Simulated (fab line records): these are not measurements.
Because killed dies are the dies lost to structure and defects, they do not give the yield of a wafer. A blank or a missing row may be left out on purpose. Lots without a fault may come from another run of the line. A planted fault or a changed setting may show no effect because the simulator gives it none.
A lot that was struck, set against a sound lot || flow n5 finfet || 15 steps out of a route of 1938
Sound: wafers L474.2, L474.3, L474.6. Struck: wafer L478.2 (left out: L478.1, L478.5 of the same lot, which were not struck); the cause appears at the end.
Per side, at each step with rows, come the tool, then ch with its chambers, and then its first start. Under that, the readings that differ: sound wafers || struck wafers || difference of the means || sigmas: that difference in standard deviations of wafers without a fault.
alike: readings with means less than 2 such deviations apart, plus words and numbers identical on both sides. not compared: withheld readings, readings lacking a value on some wafer, bounds such as >300 that could conceal the same value, and numbers that have no deviation in the record and whose values overlap.
The two part at a step that has a row with sigmas, a row that says differs or no value, or rows on one side only. Non-overlapping numbers with no deviation appear without sigmas and do not part them. Lack of a reading on every wafer of one side parts them only where that side has two or more wafers.

first, 1 step without rows for these wafers: N5_BEOL_M2_ETCH_41 (etches SiCN in CH3F/O2, target depth 29.9 nm, time 52.5 s).
N5_BEOL_M2_STRIP_97: strips in N2/H2, time 10 s.
  sound on rie diel-02 ch 0,1,2; struck on rie diel-05 ch 3
  alike: drypump motor current A, oes product au, rf vpp V, showerhead plenum p Torr, throttle valve pct
  not compared: rf hours counter h
N5_BEOL_M2_OCD_MEAS_38:
  struck on ocd-02, day 10 09:14; sound on ocd-02, day 8 22:53
  alike: trench depth nm
then, 4 steps without rows for these wafers: N5_BEOL_M2_HM_STRIP_39 (strips TiN in peroxide tin strip, target depth 25 nm, time 158 s); N5_BEOL_M2_SRD_40 (time 30 s); N5_BEOL_M2_PRECLEAN_42 (cleans in residue remover, time 60 s); N5_BEOL_M2_SRD_43 (time 30 s).
N5_BEOL_M2_CD_MEAS_35: target cd 18 nm, target cd y 22.2 nm.
  struck on cd sem-03, day 10 09:23; sound on cd sem-02, day 8 23:03
  alike: cd nm
N5_BEOL_M2_DEGAS_44: time 60 s.
  struck on pvd sputter-02, day 10 09:26; sound on pvd sputter-03, day 8 23:38
  alike: heater power w
N5_BEOL_M2_PRE_CLEAN_45: time 30 s.
  struck on pvd sputter-02, day 10 09:28; sound on pvd sputter-03, day 8 23:41
  alike: heater power w
then, 1 step without rows for these wafers: N5_BEOL_M2_ALD_84 (deposits TaN, pulse time 2 s, purge time 3 s, co reactant purge time 2 s).
N5_BEOL_M2_SURFACE_TREAT_85:
  struck on pvd sputter-02, day 10 09:46; sound on pvd sputter-03, day 9 00:10
  not compared: throttle valve pct
N5_BEOL_M2_CVD_47: deposits Co from CCTBA/H2, target thk 3 nm, time 223.8 s.
  sound on cvd co-02 ch 0,2, day 9 00:14; struck on cvd co-02 ch 2, day 10 09:49
{"reading": "run length s (s)", "sound": "247.0 246.6 246.4", "struck": 340.3, "difference": "+93.6", "sigmas": "+99 or more"}
N5_BEOL_M2_SPUTTER_48: material Cu, target thk 4.5 nm, time 8.29 s.
  struck on pvd sputter-03, day 10 09:59; sound on pvd sputter-03, day 9 00:24
  alike: chuck sensor temp C, throttle valve pct
N5_BEOL_M4_RC_MEAS_101:
  sound on prober-02 ch 0, day 11 02:38; struck on prober-01 ch 0, day 11 21:16
{"reading": "SS_P (mV/dec)", "sound": "73.8 73.6 73.6", "struck": 75.1, "difference": "+1.4", "sigmas": "+2"}
{"reading": "VT_P (mV)", "sound": "-248 -253 -251", "struck": -242, "difference": "+9", "sigmas": "+3"}
  alike: DIBL_N, DIBL_P, IOFF_N, IOFF_P, ION_N, ION_P, SS_N, VT_N

WHERE THEY PART
First at N5_BEOL_M2_CVD_47; last, within this record, at N5_BEOL_M4_RC_MEAS_101.

WHY: the cause the simulator had injected
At N5_BEOL_M2_CVD_47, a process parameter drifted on cvd co-02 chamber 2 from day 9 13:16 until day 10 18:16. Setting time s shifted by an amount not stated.
